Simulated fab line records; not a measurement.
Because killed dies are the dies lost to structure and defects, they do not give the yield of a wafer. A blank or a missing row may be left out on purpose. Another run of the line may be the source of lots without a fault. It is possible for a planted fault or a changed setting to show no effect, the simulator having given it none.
A struck lot beside a sound one / flow nandHarc / 37 out of 1302 route steps
Sound: these wafers, L737.2, L737.4, L737.6. Struck: wafer L729.1. The cause comes at the end.
Order at every step that has rows: each side's tool, ch and its chambers, its first start. Under that, the readings that differ: sound wafers / struck wafers / difference of the means / sigmas: that difference in standard deviations of wafers without a fault.
alike: readings with means less than 2 such deviations apart, plus words and numbers identical on both sides. not compared: withheld readings, readings lacking a value on some wafer, bounds such as >300 that could conceal the same value, and numbers that have no deviation in the record and whose values overlap.
Wherever a step has rows on one side only, a row that says differs or no value, or a row with sigmas, the two part there. When numbers do not overlap yet have no deviation, they are printed without sigmas and do not part them. A reading missing from all wafers of one side parts the sides only when that side holds two or more wafers.

NHARC_P_START_INSPECT_01:
  sound: defectInspect-02 at day 6 20:02; struck: defectInspect-01 at day 3 12:02
  alike: rawDefectCount
then, 2 steps without rows for these wafers: NHARC_P_ZERO_WELL_PRECLEAN_00 (cleans in SPM, time 600 s); NHARC_P_ZERO_WELL_SRD_01.
NHARC_P_ZERO_WELL_PECVD_02: deposits SiO2, target thk 10 nm.
  sound on pecvd-04 ch 0,1,2, day 6 20:29; struck on pecvd-03 ch 0, day 3 12:31
then, 9 steps without rows for these wafers: NHARC_P_ZERO_WELL_DEHYDRATE_03 (time 120 s); NHARC_P_ZERO_WELL_HMDS_04 (time 30 s); NHARC_P_ZERO_WELL_COAT_64 (time 65 s); NHARC_P_ZERO_WELL_COAT_05 (resist thk 600 nm); NHARC_P_ZERO_WELL_SOFTBAKE_06 (time 70 s); NHARC_P_ZERO_WELL_EBR_07; NHARC_P_ZERO_WELL_EXPOSE_08 (exposes mask P ZERO, target cd 500 nm); NHARC_P_ZERO_WELL_PEB_09 (peb time 80 s); NHARC_P_ZERO_WELL_DEVELOP_10 (time 50 s).
NHARC_P_ZERO_WELL_CD_MEAS_11: the cd target is 500 nm.
  sound on cdSem-01 ch 0, day 6 21:14; struck on cdSem-01 ch 0, day 3 13:07
  alike: cdNm
then, 1 step without rows for these wafers: NHARC_P_ZERO_WELL_HARDBAKE_12 (time 65 s).
NHARC_P_ZERO_WELL_DESCUM_13: chemistry O2, time 3 s.
  sound on rieDiel-06 ch 1,2,3, day 6 21:26; struck on rieDiel-06 ch 3, day 3 13:18
  alike: drypumpMotorCurrentA, o2FlowSccm, oesProductAu, rfVppV, showerheadPlenumPTorr, throttleValvePct
  not compared: rfHoursCounterH
NHARC_P_ZERO_WELL_ETCH_65: etches the open film in N2/H2, target depth 80 nm, overetch 24 nm, time 87.88 s.
  sound on rieDiel-06 ch 1,2, day 6 21:34; struck on rieDiel-06 ch 0, day 3 13:22
  alike: drypumpMotorCurrentA, n2FlowSccm, oesProductAu, rfVppV, showerheadPlenumPTorr, throttleValvePct
  not compared: rfHoursCounterH
NHARC_P_ZERO_WELL_ETCH_62: etches the open film in CHF3/Ar, target depth 13 nm, time 6.5 s.
  sound: rieDiel-06 ch 1,2; struck: rieDiel-06 ch 3
  alike: drypumpMotorCurrentA, oesProductAu, rfVppV, showerheadPlenumPTorr, throttleValvePct
  not compared: rfHoursCounterH
NHARC_P_ZERO_WELL_ETCH_63: etches the open film in HBr/Cl2, target depth 120 nm, time 40.1 s.
  sound on rieSi-03 ch 0,1,2, day 6 21:49; struck on rieSi-01 ch 3, day 3 13:34
  alike: drypumpMotorCurrentA, oesProductAu, throttleValvePct
  not compared: rfHoursCounterH
then, 9 steps without rows for these wafers: NHARC_P_ZERO_WELL_STRIP_15 (strips in SPM, time 900 s); NHARC_P_ZERO_WELL_DEHYDRATE_16 (time 120 s); NHARC_P_ZERO_WELL_HMDS_17 (time 30 s); NHARC_P_ZERO_WELL_COAT_18; NHARC_P_ZERO_WELL_SOFTBAKE_19 (time 95 s); NHARC_P_ZERO_WELL_EBR_20; NHARC_P_ZERO_WELL_EXPOSE_21 (exposes mask P NWELL, target cd 720 nm); NHARC_P_ZERO_WELL_PEB_22 (peb time 85 s); NHARC_P_ZERO_WELL_DEVELOP_23 (time 70 s).
NHARC_P_ZERO_WELL_CD_MEAS_24: the cd target is 720 nm.
  sound on cdSem-02 ch 0, day 6 22:43; struck on cdSem-02 ch 0, day 3 14:28
  alike: cdNm
then, 1 step without rows for these wafers: NHARC_P_ZERO_WELL_HARDBAKE_25 (time 80 s).
NHARC_P_ZERO_WELL_DESCUM_26: chemistry O2, time 3 s.
  sound on rieDiel-06 ch 0,1,2, day 6 22:53; struck on rieDiel-12 ch 2, day 3 14:38
  alike: drypumpMotorCurrentA, o2FlowSccm, oesProductAu, rfVppV, showerheadPlenumPTorr, throttleValvePct
  not compared: rfHoursCounterH
then, 2 steps without rows for these wafers: NHARC_P_ZERO_WELL_IMPLANT_27; NHARC_P_ZERO_WELL_IMPLANT_57.
NHARC_P_ZERO_WELL_INSPECT_43:
  sound: defectInspect-02 at day 7 06:02; struck: defectInspect-01 at day 3 19:26
reading=rawDefectCount; sound=11 14 13; struck=30; difference=+17; sigmas=+4
NHARC_P_STI_INSPECT_11:
  sound: defectInspect-02 at day 7 20:53; struck: defectInspect-01 at day 4 10:54
reading=rawDefectCount; sound=8 2 4; struck=23; difference=+18; sigmas=+7
  not compared: hold
NHARC_P_STI_HARDBAKE_13: time 65 s.
  sound on lithoTrack-07 ch 0, day 7 20:57; struck on lithoTrack-05 ch 0, day 4 15:24
reading=hold; sound=- - -; struck=awaitDispo/4.4h/release; difference=no value on the sound wafers; sigmas=
-- record jumps: 21 days between struck wafers' starts before vs after; left off in module P_STI, resumes in module END, first step shown is number 1302 of the route --
NHARC_END_SORT_01:
  here the record holds rows for the struck wafers (prober-02 ch 0, day 26 00:04) but none for the sound ones

== WHERE THEY PART ==
First at NHARC_P_ZERO_WELL_INSPECT_43; last, within this record, at NHARC_END_SORT_01.

WHY: the cause the simulator had injected
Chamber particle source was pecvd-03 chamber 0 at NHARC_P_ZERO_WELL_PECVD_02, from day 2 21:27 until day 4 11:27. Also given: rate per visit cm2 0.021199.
